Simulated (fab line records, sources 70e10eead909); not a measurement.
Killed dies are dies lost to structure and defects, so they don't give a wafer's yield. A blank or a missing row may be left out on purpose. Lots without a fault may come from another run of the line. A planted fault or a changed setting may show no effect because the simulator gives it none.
fab line records | flow nand_harc
record lots=14 wafers=42 last_day=25
route steps=1159 shown A_CONTACT@944 THIN_TSV@1125 END@1159
lots that met no fault: from a run of the same line without faults
start_h: hours from the record's first day to the start of the lot's first wafer shown | wait_h: hours since the lot's step before | " the same as in the row above | L1.1+2: a row that stands for several wafers | - no value, or no start given | * or withheld: withheld | < > ~ a bound
route shown NAME@n: a module of which the file shows steps, and the number in the route of the first | usual: mean/standard deviation of fault-free wafers | same: alike in all rows | chamber/n: place in a boat | sites: the reading at each site | _std_site: their standard deviation | _edge_site: outer sites' mean less inner sites' | radius_mm: how far each site lies from the wafer's centre | mask NAME#n: copy n | behind: the tool/chamber that last shaped the wafer | hold: why the lot was held/for how many hours/how that ended | device: the transistor (n, p or np) that didn't switch | end of line: the same wafers' tests at the end of the route | a step without rows: its recipe alone | killed: dies lost to structure and defects at the first sort, not the wafer's yield | map: a wafer's dies, x killed, . not, _ none there
set.NAME: the setting as run; set.NAME@STEP: as run at that earlier step | model.NAME: the simulator's own value behind a step, which no gauge read
steps of the route over a sample of lots; a table a step, a row a wafer
services: from which hour (start_h, from the record's first day; less than 0 if before it) a tool's chamber was out of use, for how many hours, and why
## steps
# step NHARC_A_CONTACT_ETCH_135
# recipe source_w=withheld pressure_mtorr=20 bias_v=3000 time_s=132 target_depth_a=12870 ar_flow_sccm=withheld c4f8_flow_sccm=withheld o2_flow_sccm=withheld chemistry=C4F8/O2/Ar
# columns lot.wafer tool chamber start_h wait_h rf_hours_counter_h
L206.1 har_cap_etch-03 1 384.55 0.2 87
L206.2 " 0 " " 87
L206.5 " 1 " " -
L204.2 har_cap_etch-03 0 394.01 0.2 88
L204.1 " 1 " " 88
L204.6 " 0 " " -
L209.1 har_cap_etch-03 0 411.76 0.2 90
L209.4 " 1 " " -
L209.3 " 0 " " -
L207.1 har_cap_etch-03 1 423.32 0.2 91
L207.6 " 1 " " -
L207.5 " 0 " " -
L208.2 har_cap_etch-02 1 429.01 0.2 17
L208.3 " 0 " " -
L208.4 " 1 " " -
L213.1 har_cap_etch-02 0 444.34 0.2 20
L213.4 " 0 " " -
L213.6 " 1 " " -
L214.2 har_cap_etch-03 1 448.98 0.2 95
L214.4 " 0 " " -
L214.6 " 1 " " -
L215.2 har_cap_etch-02 1 456.62 0.2 22
L215.1 " 0 " " 22
L215.4 " 0 " " -
L218.4 har_cap_etch-01 0 457.36 0.1 -
L218.5 " 0 " " -
L218.6 " 1 " " -
L216.1 har_cap_etch-02 0 468.98 0.2 24
L216.4 " 1 " " -
L216.5 " 1 " " -
L222.1 har_cap_etch-02 0 505.11 0.2 31
L222.3 " 1 " " -
L222.4 " 0 " " -
L225.3 har_cap_etch-02 1 509.98 0.1 -
L225.5 " 0 " " -
L225.6 " 1 " " -
L226.2 har_cap_etch-01 0 518.97 0.2 83
L226.1 " 1 " " 83
L226.4 " 0 " " -
L227.1 har_cap_etch-01 0 533.19 0.2 85
L227.2 " 1 " " 85
L227.4 " 0 " " -
# step NHARC_THIN_TSV_ETCHBACK_48
# recipe target_depth_a=10285 over_etch_frac=0.3 time_s=405.17 ion_energy_ev=250 c4f8_flow_sccm=withheld ar_flow_sccm=withheld rf_w=600 bias_w=300 chemistry=C4F8/Ar
# usual oes_product_au=0.941/0.027 rf_vpp_V=545/3.5
# columns lot.wafer tool chamber start_h wait_h oes_product_au rf_hours_counter_h rf_vpp_V
L206.1 rie_diel-04 1 442.50 - 0.938 10 545
L206.2 " 2 " " 0.909 10 543
L206.5 " 1 " " 0.936 - 545
L204.1 rie_diel-04 2 443.91 - 0.916 10 543
L204.2 " 0 " " 0.924 10 543
L204.6 " 3 " " 0.922 - 553
L209.3 rie_diel-08 1 452.25 - 0.920 11 542
L209.1 " 3 " " 0.909 11 547
L209.4 " 3 " " 0.905 - 545
L207.1 rie_diel-04 1 463.61 - 0.943 11 545
L207.5 " 2 " " 0.920 - 542
L207.6 " 3 " " 0.935 - 551
L208.3 rie_diel-08 0 470.86 - 1.005 12 548
L208.2 " 1 " " 0.998 12 541
L208.4 " 1 " " 0.992 - 541
L213.1 rie_diel-04 0 480.46 - 0.989 0 542
L213.4 " 1 " " 0.990 0 546
L213.6 " 3 " " 0.990 - 554
L218.4 rie_diel-04 0 496.38 - 0.972 1 544
L218.5 " 0 " " 0.964 - 542
L218.6 " 1 " " 0.969 - 545
L214.2 rie_diel-04 1 497.81 - 0.996 1 546
L214.4 " 3 " " 1.000 2 553
L214.6 " 1 " " 0.995 - 545
L215.4 rie_diel-05 0 498.78 - 0.924 17 541
L215.1 " 2 " " 0.922 18 542
L215.2 " 3 " " 0.927 18 548
L216.1 rie_diel-05 3 513.09 - 0.921 19 547
L216.4 " 0 " " 0.929 19 543
L216.5 " 0 " " 0.916 - 543
L222.3 rie_diel-05 3 544.52 - 0.964 3 546
L222.4 " 0 " " 0.980 3 543
L222.1 " 2 " " 0.956 3 544
L225.3 rie_diel-08 1 546.84 - 0.919 4 544
L225.5 " 2 " " 0.929 - 544
L225.6 " 3 " " 0.921 - 546
L226.2 rie_diel-04 2 562.13 - 0.920 6 543
L226.4 " 3 " " 0.925 6 553
L226.1 " 0 " " 0.917 7 542
L227.1 rie_diel-08 1 568.28 - 0.927 5 543
L227.4 " 2 " " 0.935 5 544
L227.2 " 0 " " 0.917 5 545
# step NHARC_THIN_TSV_DEGAS_49
# recipe temp_c=300 time_s=120
# usual heater_power_w=457/45 susceptor_temp_C=300.02/0.18
# columns lot.wafer tool chamber start_h wait_h heater_power_w susceptor_temp_C
L206.2 pvd_sputter-03 - 443.17 0.2 387 300.18
L206.1 " - " " 483 299.68
L206.5 " - " " 380 299.96
L204.1 pvd_sputter-03 - 444.43 0.1 394 299.94
L204.2 " - " " 489 299.97
L204.6 " - " " 511 299.99
L209.4 pvd_sputter-02 - 452.86 0.1 429 299.99
L209.3 " - " " 366 300.22
L209.1 " - " " 437 299.89
L207.1 pvd_sputter-01 - 464.18 0.1 500 -
L207.5 " - " " 481 -
L207.6 " - " " 504 -
L208.2 pvd_sputter-02 - 471.42 0.1 443 300.23
L208.4 " - " " 483 300.20
L208.3 " - " " 379 300.04
L213.4 pvd_sputter-03 - 481.16 0.1 474 300.05
L213.1 " - " " 390 300.25
L213.6 " - " " 492 299.76
L218.4 pvd_sputter-03 - 496.94 0.1 460 299.72
L218.6 " - " " 459 299.98
L218.5 " - " " 384 299.90
L214.2 pvd_sputter-02 - 498.30 0.1 368 300.26
L214.4 " - " " 490 300.04
L214.6 " - " " 379 300.22
L215.4 pvd_sputter-03 - 499.30 0.1 389 -
L215.1 " - " " 474 -
L215.2 " - " " 462 -
L216.4 pvd_sputter-01 - 513.63 0.1 520 300.15
L216.1 " - " " 455 299.93
L216.5 " - " " 482 300.20
L222.1 pvd_sputter-02 - 545.98 0.2 483 299.88
L222.4 " - " " 442 300.07
L222.3 " - " " 365 299.73
L225.3 pvd_sputter-01 - 548.26 0.2 478 300.23
L225.6 " - " " 502 299.49
L225.5 " - " " 463 300.06
L226.1 pvd_sputter-02 - 562.66 0.1 432 -
L226.4 " - " " 432 -
L226.2 " - " " 490 -
L227.4 pvd_sputter-02 - 568.82 0.1 379 300.10
L227.2 " - " " 495 300.02
L227.1 " - " " 437 300.33
# step NHARC_THIN_TSV_ANNEAL_52
# recipe temp_c=225 time_s=90
# usual wafer_temp_C_max=225.88/0.27
# columns lot.wafer tool chamber start_h wait_h wafer_temp_C_max
L206.1 rtp_anneal-02 0 444.35 0.5 226.49
L206.2 " 0 " " 226.04
L206.5 " 0 " " 226.25
L204.1 rtp_anneal-01 0 445.63 0.5 226.03
L204.2 " 0 " " 225.77
L204.6 " 0 " " 225.66
L209.1 rtp_anneal-02 0 454.04 0.6 226.33
L209.3 " 0 " " 226.45
L209.4 " 0 " " 225.76
L207.1 rtp_anneal-01 0 465.36 0.6 226.17
L207.5 " 0 " " 225.94
L207.6 " 0 " " 225.64
L208.2 rtp_anneal-02 0 472.67 0.7 225.92
L208.3 " 0 " " 225.81
L208.4 " 0 " " 225.84
L213.1 rtp_anneal-01 0 482.33 0.5 225.51
L213.4 " 0 " " 225.69
L213.6 " 0 " " 225.64
L218.4 rtp_anneal-01 0 498.25 0.5 226.26
L218.5 " 0 " " 226.16
L218.6 " 0 " " 226.42
L214.2 rtp_anneal-01 0 499.55 0.7 225.72
L214.4 " 0 " " 225.85
L214.6 " 0 " " 225.68
L215.1 rtp_anneal-02 0 500.49 0.6 226.01
L215.2 " 0 " " 226.18
L215.4 " 0 " " 226.29
L216.1 rtp_anneal-02 0 514.79 0.6 225.89
L216.4 " 0 " " 225.83
L216.5 " 0 " " 225.76
L222.1 rtp_anneal-01 0 547.17 0.5 225.87
L222.3 " 0 " " 225.68
L222.4 " 0 " " 225.96
L225.3 rtp_anneal-01 0 549.86 0.4 225.80
L225.5 " 0 " " 225.65
L225.6 " 0 " " 225.84
L226.1 rtp_anneal-01 0 563.86 0.6 225.54
L226.2 " 0 " " 225.72
L226.4 " 0 " " 225.57
L227.1 rtp_anneal-02 0 570.04 0.7 225.83
L227.2 " 0 " " 225.67
L227.4 " 0 " " 225.97
# step NHARC_END_SORT_01
# recipe temp_c=25
# usual killed_at_array=28/11 killed_at_other=0.5/0.85 killed_at_periphery=2.7/1.9 killed_dies=32/12 killed_open=3.3/1.6 killed_short=2.1/1.5
# same gross_dies=677
# columns lot.wafer tool chamber start_h wait_h killed_at_array killed_at_other killed_at_periphery killed_dies killed_open killed_short
L206.1 prober-01 0 457.07 2.5 22 0 0 22 2 1
L206.2 prober-01 0 457.87 2.8 33 0 4 37 3 1
L206.5 prober-01 0 460.28 3.7 29 0 4 33 2 3
L204.1 prober-02 0 457.19 2.6 21 0 2 23 3 1
L204.2 prober-02 0 457.99 2.8 11 0 2 13 3 3
L204.6 prober-02 0 461.21 4.0 19 0 1 20 2 1
L209.1 prober-01 0 472.69 2.5 8 0 0 8 2 2
L209.3 prober-01 0 474.31 3.1 6 0 3 9 3 0
L209.4 prober-01 0 475.12 3.4 12 0 2 14 2 1
L207.1 prober-01 0 480.53 2.5 15 0 4 19 6 1
L207.5 prober-01 0 483.72 3.7 24 0 2 26 3 2
L207.6 prober-01 0 484.52 4.0 20 0 3 23 1 2
L208.2 prober-01 0 489.13 2.8 22 0 5 27 4 3
L208.3 prober-01 0 489.93 3.1 24 0 4 28 1 1
L208.4 prober-01 0 490.73 3.4 15 0 5 20 2 1
L213.1 prober-02 0 493.25 2.5 28 1 5 34 4 4
L213.4 prober-02 0 495.66 3.4 16 0 2 18 3 2
L213.6 prober-02 0 497.27 4.0 24 0 4 28 2 3
L214.2 prober-01 0 513.71 2.8 22 3 1 26 7 1
L214.4 prober-01 0 515.31 3.4 18 1 1 20 4 1
L214.6 prober-01 0 516.91 4.0 16 3 1 20 2 0
L218.4 prober-02 0 515.32 3.4 44 0 4 48 5 1
L218.5 prober-02 0 516.11 3.7 45 1 3 49 5 4
L218.6 prober-02 0 516.90 3.9 48 0 2 50 2 3
L215.1 prober-02 0 520.66 2.5 37 1 5 43 4 1
L215.2 prober-02 0 521.47 2.8 20 2 1 23 1 1
L215.4 prober-02 0 523.09 3.4 28 4 5 37 2 3
L216.1 prober-01 0 525.81 2.5 30 0 4 34 2 3
L216.4 prober-01 0 528.20 3.4 37 0 10 47 4 3
L216.5 prober-01 0 529.00 3.7 32 1 4 37 3 1
L222.1 prober-02 0 563.94 2.5 115 0 1 116 1 2
L222.3 prober-02 0 565.54 3.1 24 0 0 24 4 4
L222.4 prober-02 0 566.34 3.4 114 0 3 117 2 3
L225.3 prober-01 0 573.40 3.1 41 1 2 44 2 2
L225.5 prober-01 0 574.97 3.6 126 0 7 133 4 2
L225.6 prober-01 0 575.76 3.9 25 1 3 29 0 3
L226.1 prober-01 0 579.48 2.4 46 0 4 50 4 2
L226.2 prober-01 0 580.27 2.7 51 1 0 52 0 1
L226.4 prober-01 0 581.85 3.4 41 0 0 41 0 1
L227.1 prober-01 0 587.26 2.5 29 0 5 34 4 1
L227.2 prober-01 0 588.06 2.8 27 0 1 28 4 2
L227.4 prober-01 0 589.67 3.4 31 0 6 37 5 2
# killed by level:class
L206.1 A_SLIT:chamber_film_flake=8 A_CHANNEL_HOLE_D1:chamber_film_flake=5 A_CONTACT:chamber_film_flake=5 A_CHANNEL_FILL_D1:geometric_particle:short=1 A_CONTACT:geometric_particle:open=1 A_M0:geometric_particle:open=1 A_SGD_CUT:chamber_film_flake=1
L204.1 A_CHANNEL_HOLE_D1:chamber_film_flake=5 A_WL_FILL:chamber_film_flake=3 A_CONTACT:chamber_film_flake=3 A_M1:chamber_film_flake=3 A_SLIT:chamber_film_flake=2 P_M0:geometric_particle:open=1 A_CONTACT:geometric_particle:open=1 A_BLC:geometric_particle:open=1
L206.2 A_CHANNEL_HOLE_D1:chamber_film_flake=14 A_SLIT:chamber_film_flake=12 P_BONDPAD:chamber_film_flake=2 A_SGD_CUT:chamber_film_flake=2 P_CONTACT:geometric_particle:open=1 A_ONON_D1:geometric_particle:open=1 A_WL_FILL:geometric_particle:short=1 A_M0:geometric_particle:open=1
L204.2 A_CONTACT:chamber_film_flake=4 A_CHANNEL_FILL_D1:geometric_particle:open=2 P_GATE:geometric_particle:short=1 P_M0:geometric_particle:open=1 A_SGD_CUT:geometric_particle:short=1 A_M1:geometric_particle:short=1 A_ZERO_WELL:chamber_film_flake=1 A_WL_FILL:chamber_film_flake=1
L206.5 A_CHANNEL_HOLE_D1:chamber_film_flake=14 A_SLIT:chamber_film_flake=9 P_CONTACT:geometric_particle:short=1 P_CONTACT:geometric_particle:open=1 A_ONON_D1:geometric_particle:short=1 A_STAIRCASE:geometric_particle:short=1 A_CONTACT:geometric_particle:open=1 P_ZERO_WELL:chamber_film_flake=1
L204.6 A_WL_FILL:chamber_film_flake=4 A_SLIT:chamber_film_flake=3 A_CONTACT:chamber_film_flake=3 A_CHANNEL_HOLE_D1:chamber_film_flake=2 A_M1:chamber_film_flake=2 A_CHANNEL_HOLE_D1:geometric_particle:open=1 A_CONTACT:geometric_particle:open=1 A_M0:geometric_particle:short=1
L209.1 A_STAIRCASE:chamber_film_flake=2 A_CHANNEL_FILL_D1:geometric_particle:short=1 A_WL_FILL:geometric_particle:short=1 A_CONTACT:geometric_particle:open=1 A_BLC:geometric_particle:open=1 A_CHANNEL_HOLE_D1:chamber_film_flake=1 A_CONTACT:chamber_film_flake=1
L209.3 A_ZERO_WELL:chamber_film_flake=2 A_CHANNEL_HOLE_D1:chamber_film_flake=2 P_CONTACT:geometric_particle:open=1 P_M0:geometric_particle:open=1 A_CONTACT:geometric_particle:open=1 P_STI:chamber_film_flake=1 A_M1:chamber_film_flake=1
L209.4 A_CHANNEL_HOLE_D1:chamber_film_flake=4 A_STAIRCASE:chamber_film_flake=2 A_CONTACT:chamber_film_flake=2 A_SOURCE_PLATE:geometric_particle:short=1 A_ONON_D1:geometric_particle:open=1 A_STAIRCASE:geometric_particle:open=1 P_ZERO_WELL:chamber_film_flake=1 P_STI:chamber_film_flake=1
L207.1 A_CHANNEL_HOLE_D1:chamber_film_flake=5 A_CONTACT:chamber_film_flake=3 P_M0:chamber_film_flake=2 A_STAIRCASE:chamber_film_flake=2 P_CONTACT:geometric_particle:open=1 P_M1:geometric_particle:short=1 A_SGD_CUT:geometric_particle:open=1 A_WL_FILL:geometric_particle:open=1
L207.5 A_CHANNEL_HOLE_D1:chamber_film_flake=11 A_BLC:chamber_film_flake=5 A_STAIRCASE:chamber_film_flake=2 A_CONTACT:chamber_film_flake=2 P_GATE:geometric_particle:short=1 P_GATE:geometric_particle:open=1 A_CHANNEL_HOLE_D1:geometric_particle:open=1 A_WL_FILL:geometric_particle:short=1
L207.6 A_BLC:chamber_film_flake=8 A_CHANNEL_HOLE_D1:chamber_film_flake=6 P_STI:chamber_film_flake=2 A_STAIRCASE:chamber_film_flake=2 A_CONTACT:chamber_film_flake=2 P_M1:geometric_particle:short=1 A_CHANNEL_FILL_D1:geometric_particle:short=1 A_CONTACT:geometric_particle:open=1
L208.2 A_SLIT:chamber_film_flake=11 A_WL_FILL:chamber_film_flake=3 P_ZERO_WELL:chamber_film_flake=2 P_GATE:geometric_particle:open=1 A_ONON_D1:geometric_particle:open=1 A_ONON_D1:geometric_particle:short=1 A_CHANNEL_FILL_D1:geometric_particle:open=1 A_WL_FILL:geometric_particle:short=1
L208.3 A_SLIT:chamber_film_flake=13 A_CHANNEL_HOLE_D1:chamber_film_flake=5 A_STAIRCASE:chamber_film_flake=4 P_BONDPAD:chamber_film_flake=3 P_M0:geometric_particle:open=1 A_SOURCE_PLATE:geometric_particle:short=1 A_WL_FILL:chamber_film_flake=1
L208.4 A_SLIT:chamber_film_flake=8 P_BONDPAD:chamber_film_flake=3 A_CHANNEL_FILL_D1:geometric_particle:open=2 A_STAIRCASE:chamber_film_flake=2 A_CHANNEL_HOLE_D1:geometric_particle:short=1 P_ZERO_WELL:chamber_film_flake=1 P_GATE:chamber_film_flake=1 A_CHANNEL_HOLE_D1:chamber_film_flake=1
L213.1 A_CONTACT:chamber_film_flake=10 A_CHANNEL_HOLE_D1:chamber_film_flake=5 A_BONDPAD:chamber_film_flake=4 A_CHANNEL_FILL_D1:chamber_film_flake=2 P_STI:geometric_particle:open=1 P_M0:geometric_particle:short=1 A_SOURCE_PLATE:geometric_particle:open=1 A_SOURCE_PLATE:geometric_particle:short=1
L213.4 A_CONTACT:chamber_film_flake=3 A_SGD_CUT:geometric_particle:short=2 P_GATE:chamber_film_flake=2 A_STAIRCASE:chamber_film_flake=2 A_WL_FILL:chamber_film_flake=2 A_BONDPAD:chamber_film_flake=2 A_CHANNEL_FILL_D1:geometric_particle:open=1 A_WL_FILL:geometric_particle:open=1
L213.6 A_CONTACT:chamber_film_flake=8 A_STAIRCASE:chamber_film_flake=4 A_BONDPAD:chamber_film_flake=3 P_GATE:chamber_film_flake=2 A_CHANNEL_HOLE_D1:chamber_film_flake=2 A_WL_FILL:chamber_film_flake=2 P_GATE:geometric_particle:short=1 A_ONON_D1:geometric_particle:short=1
L214.2 A_CONTACT:chamber_film_flake=11 THIN_TSV:chamber_film_flake=3 A_M0:geometric_particle:open=2 A_CHANNEL_FILL_D1:chamber_film_flake=2 P_CONTACT:geometric_particle:open=1 A_ONON_D1:geometric_particle:open=1 A_CHANNEL_FILL_D1:geometric_particle:open=1 A_SGD_CUT:geometric_particle:short=1
L214.4 A_CHANNEL_HOLE_D1:chamber_film_flake=4 A_CHANNEL_FILL_D1:chamber_film_flake=4 A_CONTACT:chamber_film_flake=4 P_GATE:geometric_particle:open=1 A_CHANNEL_FILL_D1:geometric_particle:short=1 A_SGD_CUT:geometric_particle:open=1 A_CONTACT:geometric_particle:open=1 A_M0:geometric_particle:open=1
L218.4 A_CHANNEL_HOLE_D1:chamber_film_flake=14 A_STAIRCASE:chamber_film_flake=12 A_SLIT:chamber_film_flake=11 P_M0:geometric_particle:open=2 A_ZERO_WELL:chamber_film_flake=2 P_CONTACT:geometric_particle:short=1 A_SOURCE_PLATE:geometric_particle:open=1 A_ONON_D1:geometric_particle:open=1
L218.5 A_CHANNEL_HOLE_D1:chamber_film_flake=15 A_SLIT:chamber_film_flake=13 A_STAIRCASE:chamber_film_flake=6 A_CONTACT:geometric_particle:open=2 P_CONTACT:geometric_particle:open=1 P_M0:geometric_particle:open=1 A_ONON_D1:geometric_particle:short=1 A_CHANNEL_HOLE_D1:geometric_particle:short=1
L218.6 A_SLIT:chamber_film_flake=13 A_CHANNEL_HOLE_D1:chamber_film_flake=12 A_STAIRCASE:chamber_film_flake=7 A_CONTACT:chamber_film_flake=6 A_CHANNEL_FILL_D1:chamber_film_flake=3 A_SOURCE_PLATE:geometric_particle:short=1 A_ONON_D1:geometric_particle:open=1 A_WL_FILL:geometric_particle:short=1
L214.6 A_CHANNEL_HOLE_D1:chamber_film_flake=4 A_CHANNEL_FILL_D1:chamber_film_flake=3 A_STAIRCASE:chamber_film_flake=3 A_CONTACT:chamber_film_flake=2 HYBRID_BOND:latent=2 A_ONON_D1:geometric_particle:open=1 A_CHANNEL_FILL_D1:geometric_particle:open=1 THIN_TSV:chamber_film_flake=1
L215.1 A_SLIT:chamber_film_flake=15 A_CHANNEL_HOLE_D1:chamber_film_flake=5 A_STAIRCASE:chamber_film_flake=4 A_WL_FILL:chamber_film_flake=4 P_ZERO_WELL:chamber_film_flake=2 P_GATE:chamber_film_flake=2 A_CONTACT:chamber_film_flake=2 P_GATE:geometric_particle:open=1
L215.2 A_SLIT:chamber_film_flake=5 A_CHANNEL_HOLE_D1:chamber_film_flake=4 A_ZERO_WELL:chamber_film_flake=3 A_WL_FILL:chamber_film_flake=3 THIN_TSV:chamber_film_flake=2 A_CHANNEL_FILL_D1:geometric_particle:open=1 A_CHANNEL_FILL_D1:geometric_particle:short=1 P_M1:chamber_film_flake=1
L215.4 A_SLIT:chamber_film_flake=19 A_CHANNEL_HOLE_D1:chamber_film_flake=4 THIN_TSV:chamber_film_flake=4 P_ZERO_WELL:chamber_film_flake=2 A_WL_FILL:chamber_film_flake=2 P_GATE:geometric_particle:short=1 P_CONTACT:geometric_particle:short=1 A_ONON_D1:geometric_particle:open=1
L216.1 A_SLIT:chamber_film_flake=15 A_CHANNEL_HOLE_D1:chamber_film_flake=5 A_STAIRCASE:chamber_film_flake=3 A_SOURCE_PLATE:geometric_particle:short=2 P_M1:chamber_film_flake=2 A_CONTACT:chamber_film_flake=2 P_CONTACT:geometric_particle:open=1 A_SGD_CUT:geometric_particle:short=1
L216.4 A_SLIT:chamber_film_flake=16 A_CHANNEL_HOLE_D1:chamber_film_flake=7 P_M1:chamber_film_flake=5 A_CONTACT:chamber_film_flake=4 P_STI:chamber_film_flake=3 A_CONTACT:geometric_particle:open=2 A_M0:chamber_film_flake=2 P_GATE:geometric_particle:open=1
L216.5 A_SLIT:chamber_film_flake=15 A_CHANNEL_HOLE_D1:chamber_film_flake=6 A_STAIRCASE:chamber_film_flake=4 P_M1:chamber_film_flake=3 A_CONTACT:chamber_film_flake=3 P_GATE:geometric_particle:open=1 A_SGD_CUT:geometric_particle:open=1 A_WL_FILL:geometric_particle:short=1
L222.1 A_CONTACT:unspecified=103 A_CHANNEL_HOLE_D1:chamber_film_flake=4 A_WL_FILL:chamber_film_flake=2 P_CONTACT:geometric_particle:open=1 A_WL_FILL:geometric_particle:short=1 A_M0:geometric_particle:short=1 A_CHANNEL_FILL_D1:chamber_film_flake=1 A_STAIRCASE:chamber_film_flake=1
L222.3 A_CHANNEL_HOLE_D1:chamber_film_flake=5 A_WL_FILL:chamber_film_flake=4 A_CONTACT:chamber_film_flake=4 A_STAIRCASE:chamber_film_flake=3 A_CONTACT:geometric_particle:open=2 A_ONON_D1:geometric_particle:short=1 A_CHANNEL_HOLE_D1:geometric_particle:open=1 A_STAIRCASE:geometric_particle:open=1
L222.4 A_CONTACT:unspecified=103 A_CHANNEL_HOLE_D1:chamber_film_flake=5 A_CONTACT:chamber_film_flake=2 P_GATE:geometric_particle:short=1 P_M0:geometric_particle:open=1 A_ONON_D1:geometric_particle:short=1 A_WL_FILL:geometric_particle:short=1 A_CONTACT:geometric_particle:open=1
L225.3 A_SLIT:chamber_film_flake=21 A_CHANNEL_HOLE_D1:chamber_film_flake=4 A_STAIRCASE:chamber_film_flake=4 A_CONTACT:chamber_film_flake=3 A_CONTACT:geometric_particle:open=2 A_CHANNEL_FILL_D1:chamber_film_flake=2 A_SGD_CUT:chamber_film_flake=2 P_M0:geometric_particle:short=1
L225.5 A_CONTACT:unspecified=105 A_SLIT:chamber_film_flake=6 A_CHANNEL_HOLE_D1:chamber_film_flake=5 P_BONDPAD:chamber_film_flake=3 A_STAIRCASE:chamber_film_flake=3 A_CONTACT:chamber_film_flake=3 P_CONTACT:geometric_particle:open=1 P_M0:geometric_particle:open=1
L225.6 A_SLIT:chamber_film_flake=12 A_CHANNEL_HOLE_D1:chamber_film_flake=5 A_STAIRCASE:chamber_film_flake=3 A_CONTACT:chamber_film_flake=2 P_CONTACT:geometric_particle:short=1 A_ONON_D1:geometric_particle:short=1 A_CONTACT:geometric_particle:short=1 P_ZERO_WELL:chamber_film_flake=1
L226.1 A_SLIT:chamber_film_flake=14 A_CHANNEL_HOLE_D1:chamber_film_flake=10 A_CONTACT:chamber_film_flake=7 A_BLC:chamber_film_flake=5 A_STAIRCASE:chamber_film_flake=4 A_M1:chamber_film_flake=2 P_GATE:geometric_particle:open=1 P_CONTACT:geometric_particle:open=1
L226.2 A_SLIT:chamber_film_flake=22 A_STAIRCASE:chamber_film_flake=8 A_CHANNEL_HOLE_D1:chamber_film_flake=6 A_BLC:chamber_film_flake=6 A_M1:chamber_film_flake=5 A_CONTACT:chamber_film_flake=4 STARTING-WAFER:geometric_particle:short=1
L226.4 A_SLIT:chamber_film_flake=19 A_CHANNEL_HOLE_D1:chamber_film_flake=8 A_STAIRCASE:chamber_film_flake=6 A_M1:chamber_film_flake=3 A_CHANNEL_FILL_D1:chamber_film_flake=2 A_CONTACT:chamber_film_flake=2 A_SGD_CUT:geometric_particle:short=1
L227.1 A_SLIT:chamber_film_flake=19 A_CONTACT:chamber_film_flake=3 P_CONTACT:chamber_film_flake=2 P_CONTACT:geometric_particle:short=1 P_CONTACT:geometric_particle:open=1 A_CHANNEL_FILL_D1:geometric_particle:open=1 A_SGD_CUT:geometric_particle:open=1 A_CONTACT:geometric_particle:open=1
L227.2 A_SLIT:chamber_film_flake=17 A_CHANNEL_FILL_D1:chamber_film_flake=3 A_CHANNEL_FILL_D1:geometric_particle:open=2 A_SGD_CUT:geometric_particle:short=1 A_CONTACT:geometric_particle:short=1 A_BLC:geometric_particle:open=1 A_M0:geometric_particle:open=1 P_CONTACT:chamber_film_flake=1
L227.4 A_SLIT:chamber_film_flake=14 A_STAIRCASE:chamber_film_flake=5 P_CONTACT:chamber_film_flake=4 A_CHANNEL_HOLE_D1:chamber_film_flake=2 A_M1:chamber_film_flake=2 P_CONTACT:geometric_particle:open=1 P_M0:geometric_particle:open=1 A_CHANNEL_HOLE_D1:geometric_particle:short=1
## services
# columns tool chamber start_h hours kind
rie_diel-04 0 371.40 - clean
rie_diel-04 1 371.40 - clean
rie_diel-04 2 371.40 - clean
pvd_sputter-02 - 392.02 10.0 pm
rie_diel-08 2 404.82 6.8 repair
pvd_sputter-02 - 415.97 2.9 repair
rie_diel-08 1 429.20 4.5 repair
rie_diel-08 2 448.00 11.9 repair
pvd_sputter-03 - 458.00 10.0 pm
rie_diel-08 0 460.50 2.8 repair
rie_diel-04 - 465.90 9.0 pm
rie_diel-08 2 468.44 9.8 repair
rie_diel-08 - 478.81 9.0 pm
pvd_sputter-02 - 487.12 0.6 repair
pvd_sputter-03 - 509.94 3.9 repair
pvd_sputter-01 - 514.00 10.0 pm
rie_diel-05 - 517.61 9.0 pm
pvd_sputter-02 - 521.46 2.7 repair
har_cap_etch-01 - 534.23 29.4 repair
pvd_sputter-02 - 546.47 12.8 repair
har_cap_etch-03 - 546.54 17.0 pm
rie_diel-05 1 550.67 3.6 repair
pvd_sputter-01 - 553.47 0.7 repair
pvd_sputter-02 - 570.02 10.0 pm
## key
first_sign step=NHARC_END_SORT_01 reading=killed_at_array direction=up sigmas=7.9 usual=28 struck=118
effect step=NHARC_END_SORT_01 reading=killed_dies direction=up sigmas=7.7 usual=32 struck=122
more_kills_born_at NHARC_A_CONTACT_ETCH_135@har_cap_etch-02=311
met_at NHARC_A_CONTACT_ETCH_135
struck_lots L222,L225
struck_wafers L222.1,L222.4,L225.5
tester_left_out L222,L225
not_acting_at NHARC_THIN_TSV_ETCHBACK_48,NHARC_THIN_TSV_DEGAS_49,NHARC_THIN_TSV_ANNEAL_52
onset_between 468.98 505.11
fault kind=chamber_particle_source tool=har_cap_etch-02 chamber=0 onset_h=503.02 steps=NHARC_A_CONTACT_ETCH_135 rate_per_visit_cm2=2.0739 end_h=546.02
# tester_left_out: of these lots the tester's yield and bins aren't shown, on N5 and GAA mostly nor the transistor test; their killed dies are dies lost to structure and defects alone, not to doping, threshold or leakage, so they don't give the yield
